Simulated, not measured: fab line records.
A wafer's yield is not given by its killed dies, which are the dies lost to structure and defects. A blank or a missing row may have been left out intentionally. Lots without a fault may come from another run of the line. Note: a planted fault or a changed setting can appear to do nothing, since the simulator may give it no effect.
fab line records    flow nandHarc
record lots=7  wafers=21  lastDay=26
route steps=1159 shown P_GATE@145 END@1159
lots with no fault: from the same line, run without faults
startH: hours from the record's first day to the start of the lot's first wafer shown    waitH: how many hours have passed since the lot's step before this one    " repeats the value in the row above    L1.1+2: one row covering several wafers at once    - value missing, or start not given    * or withheld: withheld    < > ~ a bound
route shown NAME@n: names a module that has steps shown in the file, with the first one's number in the route    usual: mean and standard deviation over wafers with no fault    same: alike in all rows    chamber/n: place in a boat    sites: the reading at each site    _std_site: how widely they spread, as a standard deviation    _edge_site: outer sites' mean less inner sites'    radiusMm: for every site, how far away it sits from the centre of the wafer    mask NAME#n: copy n    behind: the tool/chamber that last shaped the wafer    hold: why the lot was held/for how many hours/how that ended    device: which transistor (n, p or np) failed to switch    end of line: the route-end tests of the same wafers    a step without rows: its recipe alone    killed: dies that structure and defects cost at the first sort, which is not the same as the wafer's yield    map: a wafer's dies, x killed, . not, _ none there
set.NAME: setting as actually run; set.NAME@STEP: the setting as run at that earlier step    model.NAME: the simulator's own value behind a step, which no gauge read
lots seen at some steps along the route; tables by step, rows by wafer
services: when a tool's chamber went out of use (startH, in hours from the record's first day, below 0 if earlier), for how many hours, and the reason
## steps
# step NHARC_P_GATE_ETCH_104
# recipe targetDepthA=600  timeS=withheld  cf4FlowSccm=100  chf3FlowSccm=30  arFlowSccm=0  rfW=500  biasW=200  chemistry=CF4/CHF3
# usual biasW=200.0/0.63  drypumpMotorCurrentA=5.6/0.39  oesProductAu=0.945/0.021  rfVppV=369.7/1.7  showerheadPlenumPTorr=1.54/0.046  throttleValvePct=16.802/0.01
lot.wafer  tool        chamber  startH  waitH  biasW  drypumpMotorCurrentA  oesProductAu  rfVppV  showerheadPlenumPTorr  throttleValvePct
L207.2     rieDiel-11  3        119.30  0.1    199.8  5.7                   0.937         369.7   1.55                   16.807
L207.3     "           0        "       "      199.2  5.5                   0.940         366.6   1.49                   16.799
L207.1     "           2        "       "      200.7  5.8                   0.937         370.2   1.56                   16.812
L208.3     rieDiel-04  1        130.31  0.1    199.5  5.9                   0.980         370.8   1.57                   16.816
L208.6     "           3        "       "      199.6  4.9                   0.965         372.2   1.59                   16.800
L208.5     "           0        "       "      199.7  5.6                   0.974         368.0   1.49                   16.814
L216.4     rieDiel-13  0        170.07  0.2    200.0  5.4                   0.913         373.0   1.61                   16.799
L216.3     "           1        "       "      199.0  5.3                   0.916         370.8   1.55                   16.794
L216.1     "           3        "       "      200.6  6.5                   0.908         367.4   1.47                   16.785
L214.3     rieDiel-04  2        170.50  0.1    199.6  5.6                   0.922         370.7   1.56                   16.803
L214.1     "           3        "       "      199.4  4.9                   0.934         372.4   1.59                   16.799
L214.5     "           3        "       "      199.8  4.9                   0.926         371.6   1.59                   16.799
L215.2     rieDiel-04  3        170.67  0.1    200.8  4.9                   0.919         371.5   1.59                   16.812
L215.3     "           0        "       "      199.8  5.6                   0.921         367.1   1.49                   16.784
L215.1     "           1        "       "      200.4  5.9                   0.925         369.5   1.57                   16.794
L222.2     rieDiel-04  0        207.41  0.1    200.1  5.6                   0.975         367.2   1.48                   16.802
L222.4     "           1        "       "      199.2  5.8                   0.961         370.7   1.57                   16.795
L222.3     "           2        "       "      199.6  5.6                   0.963         372.4   1.56                   16.799
L225.1     rieDiel-11  3        237.02  0.1    200.1  5.7                   0.971         369.0   1.54                   16.803
L225.2     "           1        "       "      199.8  5.7                   0.985         372.9   1.60                   16.809
L225.5     "           2        "       "      199.3  5.7                   0.972         370.1   1.55                   16.814
# step NHARC_P_GATE_HM_OPEN_105
# recipe targetDepthA=3600  o2FlowSccm=400  cosFlowSccm=20  arFlowSccm=0  rfW=500  biasW=300  chemistry=O2/COS
# usual biasW=300.1/0.87  drypumpMotorCurrentA=5.6/0.35  oesProductAu=0.999/0.0067  rfVppV=465.8/2.1  showerheadPlenumPTorr=3.06/0.088  throttleValvePct=28.330/0.0094
lot.wafer  tool        chamber  startH  waitH  biasW  drypumpMotorCurrentA  oesProductAu  rfHoursCounterH  rfVppV  showerheadPlenumPTorr  throttleValvePct
L207.1     rieDiel-11  1        -       -      299.9  5.7                   0.994         41               467.3   3.18                   28.346
L207.2     "           3        "       "      299.4  5.7                   1.003         38               467.3   3.08                   28.317
L207.3     "           0        "       "      300.2  5.5                   1.003         39               463.7   2.97                   28.340
L208.3     rieDiel-04  2        -       -      299.5  5.6                   0.998         1                465.7   3.10                   28.321
L208.6     "           0        "       "      301.6  5.6                   1.001         -                463.2   2.95                   28.335
L208.5     "           1        "       "      299.8  5.9                   1.009         -                466.6   3.12                   28.314
L216.4     rieDiel-13  0        -       -      300.7  5.5                   0.991         23               468.6   3.20                   28.333
L216.3     "           1        "       "      300.8  5.3                   1.003         23               465.0   3.07                   28.326
L216.1     "           2        "       "      300.9  5.7                   0.990         23               464.5   2.96                   28.331
L214.1     rieDiel-04  0        -       -      299.2  5.6                   1.001         9                463.3   2.95                   28.341
L214.3     "           1        "       "      300.1  5.9                   0.986         7                468.2   3.11                   28.326
L214.5     "           0        "       "      301.1  5.6                   0.995         -                463.9   2.95                   28.337
L215.2     rieDiel-04  3        -       -      301.0  4.9                   0.983         9                468.7   3.15                   28.318
L215.1     "           0        "       "      299.1  5.6                   0.998         10               463.1   2.95                   28.336
L215.3     "           1        "       "      300.8  5.9                   1.005         7                466.9   3.11                   28.324
L222.4     rieDiel-04  2        -       -      298.7  5.6                   0.999         15               467.4   3.09                   28.328
L222.2     "           3        "       "      300.9  4.9                   0.996         16               468.4   3.15                   28.345
L222.3     "           0        "       "      299.6  5.5                   0.994         17               463.1   2.95                   28.331
L225.2     rieDiel-11  3        -       -      300.7  5.8                   1.008         12               467.1   3.07                   28.346
L225.1     "           2        "       "      299.1  5.7                   1.010         13               466.1   3.07                   28.337
L225.5     "           0        "       "      301.0  5.5                   1.003         -                462.2   2.95                   28.334
# step NHARC_P_GATE_STRIP_106
# recipe o2FlowSccm=400  cosFlowSccm=20  arFlowSccm=0  biasW=0  chemistry=O2/COS
# step NHARC_P_GATE_ETCH_114
# recipe targetDepthA=300  overetchA=30  timeS=16.5  ionEnergyEv=100  cf4FlowSccm=80  o2FlowSccm=20  arFlowSccm=0  rfW=300  biasW=100  chemistry=CF4/O2
# step NHARC_P_GATE_ETCH_32
# recipe targetDepthA=1500  overEtchFrac=1  overEtchIonEnergyEv=40  timeS=100.1  hbrFlowSccm=150  cl2FlowSccm=50  rfW=400  icpW=400  biasW=100  chemistry=HBr/Cl2
# step NHARC_P_GATE_STRIP_108
# recipe o2FlowSccm=500  arFlowSccm=0  biasW=0  chemistry=O2
# usual chamberPressureMTorr=60.00/0.053  drypumpMotorCurrentA=5.7/0.38  oesProductAu=0.998/0.008  rfVppV=57.6/0.83  showerheadPlenumPTorr=3.46/0.1  throttleValvePct=17.036/0.0089
# same biasW=0
lot.wafer  tool        chamber  startH  waitH  chamberPressureMTorr  drypumpMotorCurrentA  oesProductAu  rfHoursCounterH  rfVppV  showerheadPlenumPTorr  throttleValvePct
L207.1     rieDiel-13  2        119.92  -      59.95                 5.7                   1.002         6                57.9    3.36                   17.022
L207.2     "           3        "       "      59.93                 6.5                   0.995         5                58.1    3.30                   17.038
L207.3     "           1        "       "      59.98                 5.3                   1.008         6                57.6    3.48                   17.037
L208.3     rieDiel-04  2        130.87  -      60.10                 5.6                   1.002         1                56.9    3.50                   17.039
L208.5     "           0        "       "      60.04                 5.6                   1.005         -                57.5    3.34                   17.038
L208.6     "           1        "       "      59.96                 5.9                   1.004         -                56.9    3.52                   17.031
L216.1     rieDiel-04  0        170.93  -      60.08                 5.6                   1.009         10               57.5    3.34                   17.047
L216.4     "           1        "       "      60.02                 5.9                   1.002         7                56.7    3.52                   17.041
L216.3     "           2        "       "      60.02                 5.6                   1.011         9                58.9    3.50                   17.039
L214.3     rieDiel-04  1        171.14  -      60.00                 5.9                   0.997         7                59.6    3.52                   17.047
L214.1     "           2        "       "      60.04                 5.6                   0.996         9                56.6    3.50                   17.043
L214.5     "           0        "       "      60.07                 5.6                   0.996         -                56.6    3.34                   17.034
L215.2     rieDiel-04  1        171.27  -      60.02                 5.9                   1.002         7                57.5    3.52                   17.037
L215.3     "           2        "       "      60.00                 5.6                   1.004         9                57.3    3.50                   17.022
L215.1     "           0        "       "      59.93                 5.6                   1.008         10               58.5    3.34                   17.038
L222.3     rieDiel-11  1        207.99  -      60.04                 5.7                   1.009         2                57.6    3.58                   17.035
L222.2     "           2        "       "      60.10                 5.8                   1.001         2                57.6    3.48                   17.038
L222.4     "           3        "       "      59.94                 5.8                   1.004         2                58.6    3.47                   17.029
L225.2     rieDiel-04  3        237.58  -      60.02                 5.0                   0.999         20               57.2    3.55                   17.039
L225.1     "           1        "       "      60.02                 5.8                   0.996         19               58.7    3.51                   17.039
L225.5     "           2        "       "      59.95                 5.6                   0.999         -                56.9    3.49                   17.046
# step NHARC_P_GATE_CD_MEAS_33
# usual cdNm=120.9/1.9
lot.wafer  tool      chamber  startH  waitH  cdNm
L207.1     cdSem-03  -        120.10  -      123.3
L207.2     "         -        "       "      123.7
L207.3     "         -        "       "      121.4
L208.3     cdSem-02  -        131.02  -      124.6
L208.5     "         -        "       "      120.3
L208.6     "         -        "       "      121.9
L216.1     cdSem-02  -        171.11  -      117.9
L216.3     "         -        "       "      119.0
L216.4     "         -        "       "      118.3
L214.1     cdSem-01  -        171.30  -      122.4
L214.3     "         -        "       "      121.1
L214.5     "         -        "       "      122.0
L215.1     cdSem-03  -        171.45  -      120.5
L215.2     "         -        "       "      120.5
L215.3     "         -        "       "      119.5
L222.2     cdSem-02  -        208.17  -      119.7
L222.3     "         -        "       "      119.9
L222.4     "         -        "       "      121.0
L225.1     cdSem-02  -        237.73  -      119.6
L225.2     "         -        "       "      119.2
L225.5     "         -        "       "      120.3
# step NHARC_P_GATE_STRIP_35
# recipe timeS=600  tempC=130  chemistry=SPM
# step NHARC_P_GATE_PRECLEAN_73
# recipe timeS=*  tempC=50  bathAgeMin=0  chemistry=SC1
# step NHARC_P_GATE_SRD_74
# step NHARC_P_GATE_ALD_36
# recipe targetThkA=200  pulseTimeS=60  aldCycles=223  tempC=400  material=SiNx
# usual heaterPowerW=866/100  precursorPulseHeightRel=1.001/0.017
lot.wafer  tool       chamber  startH  waitH  heaterPowerW  precursorPulseHeightRel
L207.2     aldSin-03  3        120.56  -      847           1.014
L207.3     "          0        121.60  -      914           0.985
L207.1     "          1        122.65  -      968           1.023
L208.3     aldSin-04  3        131.47  -      962           1.006
L208.6     "          3        135.70  -      933           1.005
L208.5     "          0        136.76  -      831           0.992
L216.4     aldSin-04  0        171.56  -      814           1.015
L216.3     "          1        172.62  -      772           1.000
L216.1     "          3        174.74  -      960           0.997
L214.3     aldSin-02  0        172.84  -      1083          0.982
L214.1     "          2        174.97  -      816           0.995
L214.5     "          3        176.03  -      722           1.001
L215.1     aldSin-03  0        176.89  -      936           1.018
L215.2     "          1        178.29  -      944           1.017
L215.3     "          3        179.68  -      822           1.011
L222.3     aldSin-02  1        208.62  -      787           0.998
L222.4     "          3        210.76  -      721           1.022
L222.2     "          0        211.83  -      1076          1.010
L225.2     aldSin-04  3        238.19  -      949           1.025
L225.1     "          2        241.33  -      947           0.983
L225.5     "          3        242.38  -      959           1.028
# step NHARC_P_GATE_ETCHBACK_37
# recipe targetDepthA=345  timeS=17.2  chf3FlowSccm=50  o2FlowSccm=10  arFlowSccm=200  rfW=500  biasW=200  chemistry=CHF3/O2
# usual biasW=200.1/0.64  drypumpMotorCurrentA=5.6/0.33  oesProductAu=0.94/0.033  rfVppV=369.9/1.6  showerheadPlenumPTorr=2.36/0.066  throttleValvePct=20.573/0.009
lot.wafer  tool        chamber  startH  waitH  biasW  drypumpMotorCurrentA  oesProductAu  rfHoursCounterH  rfVppV  showerheadPlenumPTorr  throttleValvePct
L207.3     rieDiel-11  3        -       -      199.1  5.7                   0.92          38               370.2   2.37                   20.575
L207.2     "           0        "       "      200.3  5.5                   0.94          40               368.2   2.28                   20.577
L207.1     "           1        "       "      199.6  5.7                   0.92          42               370.6   2.45                   20.575
L208.3     rieDiel-04  2        -       -      199.7  5.6                   0.93          3                371.8   2.38                   20.573
L208.6     "           0        "       "      199.3  5.6                   0.92          -                368.7   2.27                   20.573
L208.5     "           3        "       "      200.7  4.9                   0.92          -                370.0   2.42                   20.568
L216.1     rieDiel-04  1        -       -      200.5  5.9                   0.92          10               371.0   2.40                   20.584
L216.3     "           3        "       "      200.3  4.9                   0.92          13               371.1   2.42                   20.568
L216.4     "           0        "       "      199.8  5.6                   0.94          13               367.0   2.27                   20.573
L214.3     rieDiel-04  1        -       -      199.2  5.9                   0.92          10               369.5   2.40                   20.559
L214.1     "           0        "       "      200.8  5.6                   0.91          13               368.6   2.27                   20.573
L214.5     "           2        "       "      200.8  5.6                   0.93          -                370.6   2.38                   20.582
L215.3     rieDiel-13  3        -       -      200.6  6.5                   0.98          28               368.9   2.23                   20.570
L215.2     "           0        "       "      199.2  5.4                   0.99          28               371.8   2.46                   20.581
L215.1     "           1        "       "      199.4  5.3                   0.99          27               369.1   2.36                   20.589
L222.2     rieDiel-13  3        -       -      200.0  6.5                   0.92          40               365.4   2.23                   20.567
L222.3     "           0        "       "      200.2  5.4                   0.92          39               373.8   2.46                   20.582
L222.4     "           1        "       "      200.4  5.4                   0.92          38               369.8   2.36                   20.589
L225.2     rieDiel-04  2        -       -      200.8  5.6                   0.93          20               371.8   2.38                   20.560
L225.1     "           0        "       "      200.8  5.6                   0.93          22               368.9   2.26                   20.569
L225.5     "           3        "       "      201.6  4.9                   0.93          -                370.8   2.42                   20.573
# step NHARC_P_GATE_STRIP_101
# recipe timeS=20  o2FlowSccm=500  arFlowSccm=0  biasW=0  chemistry=O2
# usual biasW=0/0  chamberPressureMTorr=60.00/0.054  drypumpMotorCurrentA=5.6/0.34  oesProductAu=1.001/0.0077  rfVppV=57.7/0.88  showerheadPlenumPTorr=3.47/0.093  throttleValvePct=17.038/0.0084
lot.wafer  tool        chamber  startH  waitH  biasW  chamberPressureMTorr  drypumpMotorCurrentA  oesProductAu  rfHoursCounterH  rfVppV  showerheadPlenumPTorr  throttleValvePct
L207.1     rieDiel-11  0        131.52  1.5    0      59.96                 5.5                   1.017         42               57.0    3.35                   17.036
L207.2     "           1        "       "      0      60.07                 5.7                   1.015         42               56.7    3.59                   17.036
L207.3     "           3        "       "      0      60.01                 5.7                   1.015         40               56.5    3.48                   17.048
L208.3     rieDiel-04  0        141.22  0.2    0      60.09                 5.6                   0.999         4                57.4    3.34                   17.033
L208.6     "           0        "       "      0      59.95                 5.6                   1.001         -                57.8    3.34                   17.033
L208.5     "           2        "       "      0      60.09                 5.6                   1.006         -                58.1    3.50                   17.040
L216.4     rieDiel-04  0        181.18  0.1    -      -                     -                     -             -                -       -                      -
L216.3     "           1        "       "      -      -                     -                     -             -                -       -                      -
L216.1     "           2        "       "      -      -                     -                     -             -                -       -                      -
L214.3     rieDiel-04  3        181.43  0.1    -      -                     -                     -             -                -       -                      -
L214.1     "           0        "       "      -      -                     -                     -             -                -       -                      -
L214.5     "           3        "       "      -      -                     -                     -             -                -       -                      -
L215.3     rieDiel-13  1        188.54  0.1    -      -                     -                     -             -                -       -                      -
L215.2     "           2        "       "      -      -                     -                     -             -                -       -                      -
L215.1     "           3        "       "      -      -                     -                     -             -                -       -                      -
L222.2     rieDiel-13  0        219.80  1.5    0      59.96                 5.5                   0.988         40               58.1    3.61                   17.042
L222.3     "           1        "       "      0      60.04                 5.4                   1.005         39               57.6    3.46                   17.044
L222.4     "           3        "       "      0      59.95                 6.6                   0.994         42               58.4    3.28                   17.046
L225.2     rieDiel-04  2        247.75  0.1    0      60.08                 5.6                   1.004         20               58.6    3.49                   17.028
L225.1     "           3        "       "      0      59.94                 5.0                   1.002         21               56.6    3.55                   17.034
L225.5     "           0        "       "      0      60.02                 5.6                   1.011         -                58.8    3.33                   17.027
# step NHARC_P_GATE_PRECLEAN_97
# recipe timeS=600  tempC=120  chemistry=SPM
# step NHARC_END_SORT_01
# recipe tempC=25
# usual killedAtArray=28/11  killedAtOther=0.9/1.2  killedAtPeriphery=2.6/2.1  killedDies=31/11  killedOpen=3.1/1.7  killedShort=1.9/1.3
# same grossDies=677
lot.wafer  tool       chamber  startH  waitH  killedAtArray  killedAtOther  killedAtPeriphery  killedDies  killedOpen  killedShort
L214.1     prober-01  0        593.59  2.5    30             1              1                  32          3           0
L214.3     prober-01  0        595.20  3.1    32             0              1                  33          4           3
L214.5     prober-01  0        596.82  3.7    25             0              3                  28          6           2
# killed by level:class
L214.1 A_SLIT:chamberFilmFlake=12 A_CHANNEL_HOLE_D1:chamberFilmFlake=10 A_CONTACT:geometricParticle:open=3 A_CHANNEL_FILL_D1:chamberFilmFlake=3 P_M2:chamberFilmFlake=1 A_ZERO_WELL:chamberFilmFlake=1 A_STAIRCASE:chamberFilmFlake=1 THIN_TSV:chamberFilmFlake=1
L214.3 A_CHANNEL_HOLE_D1:chamberFilmFlake=9 A_SLIT:chamberFilmFlake=8 A_CHANNEL_FILL_D1:chamberFilmFlake=3 A_CHANNEL_FILL_D1:geometricParticle:open=2 A_WL_FILL:chamberFilmFlake=2 A_CONTACT:chamberFilmFlake=2 P_CONTACT:geometricParticle:open=1 A_SOURCE_PLATE:geometricParticle:short=1
L214.5 A_SLIT:chamberFilmFlake=11 A_CHANNEL_HOLE_D1:chamberFilmFlake=3 A_CHANNEL_FILL_D1:geometricParticle:open=2 A_CHANNEL_FILL_D1:chamberFilmFlake=2 A_CONTACT:chamberFilmFlake=2 P_CONTACT:geometricParticle:open=1 P_M0:geometricParticle:short=1 A_ONON_D1:geometricParticle:open=1
## services
tool        chamber  startH  hours  kind
rieDiel-13  -        99.20   9.0    pm
rieDiel-04  -        111.98  9.0    pm
rieDiel-04  0        111.98  9.0    ventCycle
rieDiel-04  1        111.98  9.0    ventCycle
rieDiel-04  2        111.98  9.0    ventCycle
rieDiel-04  3        111.98  9.0    ventCycle
rieDiel-04  0        120.98  -      clean
rieDiel-04  1        120.98  -      clean
rieDiel-04  2        120.98  -      clean
rieDiel-04  3        120.98  -      clean
rieDiel-11  0        136.05  3.2    repair
rieDiel-04  1        137.93  4.7    repair
rieDiel-04  0        145.52  -      clean
rieDiel-04  1        145.52  -      clean
rieDiel-04  2        145.52  -      clean
rieDiel-04  3        145.52  -      clean
aldSin-04   1        165.04  1.7    repair
rieDiel-04  0        170.02  -      clean
rieDiel-11  -        189.65  9.0    pm
rieDiel-04  -        191.45  2.7    repair
aldSin-03   1        208.44  18.4   repair
rieDiel-13  2        225.68  4.4    repair
rieDiel-04  2        233.99  2.6    repair
rieDiel-11  1        241.89  9.1    repair
## key
firstSign step=NHARC_P_GATE_STRIP_101  reading=toolRecord  direction=missing
effect none on later readings
metAt NHARC_P_GATE_STRIP_101
struckWafers L214.1,L214.3,L214.5,L215.1,L215.2,L215.3,L216.1,L216.3,L216.4
testerLeftOut L214,L215,L216
onsetBetween 141.22 181.18
fault kind=skippedStepWhole  tool=rieDiel-04,rieDiel-13  chamber=-  onsetH=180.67  steps=NHARC_P_GATE_STRIP_101  scope=struckLotsOnly
# testerLeftOut: of these lots the tester's yield and bins aren't shown, on N5 and GAA mostly nor the transistor test; their killed dies are dies lost to structure and defects alone, not to doping, threshold or leakage, so they don't give the yield
